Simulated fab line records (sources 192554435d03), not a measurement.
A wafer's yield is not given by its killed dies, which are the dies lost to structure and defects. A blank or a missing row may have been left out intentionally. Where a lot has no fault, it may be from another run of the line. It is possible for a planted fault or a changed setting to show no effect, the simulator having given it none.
A lot that was struck, set against a sound lot    flow n5-finfet    15 steps out of a route of 1938
Sound: wafers L275.3, L275.4, L275.5. Struck: wafer L267.5 (left out: L267.2, L267.3 of the same lot, which were not struck); the cause appears at the end.
At each step with rows: each side's tool, then ch and its chambers, then its first start. Under that, the readings that differ: sound wafers    struck wafers    difference of the means    sigmas: that difference in standard deviations of wafers without a fault.
alike: readings whose means differ by less than 2 such deviations, and words and numbers that are the same on both sides. not compared: withheld readings, readings that some wafer has no value for, bounds like >300 that may hide the same value, and numbers for which the record gives no deviation and whose values overlap.
Wherever a step has rows on one side only, a row that says differs or no value, or a row with sigmas, the two part there. Numbers that don't overlap but have no deviation are shown without sigmas and don't part them. A reading missing from all wafers of one side parts the sides only when that side holds two or more wafers.

first, 4 steps without rows for these wafers: N5_BEOL_M3_SOFTBAKE_23 (time 60 s); N5_BEOL_M3_EXPOSE_25 (exposes mask V2, defocus 5 nm); N5_BEOL_M3_PEB_26 (peb time 60 s); N5_BEOL_M3_DEVELOP_27 (develop time 30 s).
N5_BEOL_M3_CD_MEAS_28: target cd 25.7 nm, target cd y 23.3 nm.
  sound on cd-sem-01 ch 0, day 12 10:09; struck on cd-sem-02 ch 0, day 10 18:45
  alike: cd-nm
N5_BEOL_M3_OVL_MEAS_29:
  sound on overlay-02 ch 0, day 12 10:11; struck on overlay-02 ch 0, day 10 18:47
  alike: V2_OVL
N5_BEOL_M3_INSPECT_30: inspects for defects (brightfield).
  struck on defect-inspect-01, day 10 18:50; sound on defect-inspect-01, day 12 10:14
  alike: raw-defect-count
N5_BEOL_M3_DESCUM_33: chemistry O2, time 7 s.
  sound on rie-diel-06 ch 0,1,3, day 12 10:44; struck on rie-diel-02 ch 3, day 10 19:02
  alike: drypump-motor-current-A, oes-product-au, rf-fwd-power-W, rf-vpp-V, showerhead-plenum-p-Torr, throttle-valve-pct
  not compared: rf-hours-counter-h
N5_BEOL_M3_ETCH_77: etches underlayer in N2/H2, target depth 6.5 nm, time 5.2 s.
  sound on rie-diel-06 ch 0,1,3, day 12 10:46; struck on rie-diel-02 ch 3, day 10 19:04
reading                sound           struck  difference  sigmas
etch-rf-on-time-s (s)  5.18 5.09 5.25  4.96    -0.21       -2
  alike: drypump-motor-current-A, oes-product-au, rf-fwd-power-W, rf-vpp-V, showerhead-plenum-p-Torr, throttle-valve-pct
  not compared: rf-hours-counter-h
N5_BEOL_M3_ETCH_69: etches SiARC in CF4, target depth 15.6 nm, time 26 s.
  sound on rie-diel-06 ch 0,1,3, day 12 10:47; struck on rie-diel-02 ch 3, day 10 19:05
  alike: drypump-motor-current-A, etch-rf-on-time-s, oes-product-au, rf-fwd-power-W, rf-vpp-V, showerhead-plenum-p-Torr, throttle-valve-pct
  not compared: rf-hours-counter-h
N5_BEOL_M3_ALD_98: deposits SiO2, target thk 2.5 nm, pulse time 1 s, co reactant pulse time 1 s.
  sound on ald-sin-03 ch 0,2,3, day 12 12:11; struck on ald-sin-03 ch 3, day 10 19:10
reading                     sound              struck  difference  sigmas
precursor-pulse-height-rel  1.025 0.992 1.010  0.965   -0.044      -2
  alike: heater-power-w
  not compared: since-wet-clean-h
N5_BEOL_M3_ETCHBACK_99: etches SiO2 in CHF3, target depth 5 nm, time 10.4 s.
  sound on rie-diel-06 ch 2,3, day 12 13:05; struck on rie-diel-03 ch 3, day 10 22:22
  alike: drypump-motor-current-A, oes-product-au, rf-fwd-power-W, rf-vpp-V, showerhead-plenum-p-Torr, throttle-valve-pct
  not compared: rf-hours-counter-h
N5_BEOL_M3_ETCH_70: etches SOC in N2/H2, target depth 80 nm, overetch 16 nm, time 120 s.
  sound on rie-diel-06 ch 2,3, day 12 13:08; struck on rie-diel-03 ch 3, day 10 22:24
reading                                     sound        struck  difference  sigmas
model.SiARC_of_BEOL_M3_COAT_68.thk-nm (nm)  6.6 6.4 6.6  7.2     +0.7        
  alike: drypump-motor-current-A, oes-product-au, rf-fwd-power-W, rf-vpp-V, showerhead-plenum-p-Torr, throttle-valve-pct
  not compared: rf-hours-counter-h
then, 1 step without rows for these wafers: N5_BEOL_M3_STRIP_71 (strips in N2/H2).
N5_BEOL_M4_RC_MEAS_101:
  sound on prober-01 ch 0, day 13 06:36; struck on prober-02 ch 0, day 11 15:24
reading    sound                 struck  difference  sigmas
VT_P (mV)  -248.2 -248.1 -248.9  -254.3  -5.9        -2
  alike: DIBL_N, DIBL_P, IOFF_N, IOFF_P, ION_N, ION_P, SS_N, SS_P, VT_N

== WHERE THEY PART ==
First at N5_BEOL_M3_ETCH_77; last, within this record, at N5_BEOL_M4_RC_MEAS_101.

WHY: whatever the simulator had introduced
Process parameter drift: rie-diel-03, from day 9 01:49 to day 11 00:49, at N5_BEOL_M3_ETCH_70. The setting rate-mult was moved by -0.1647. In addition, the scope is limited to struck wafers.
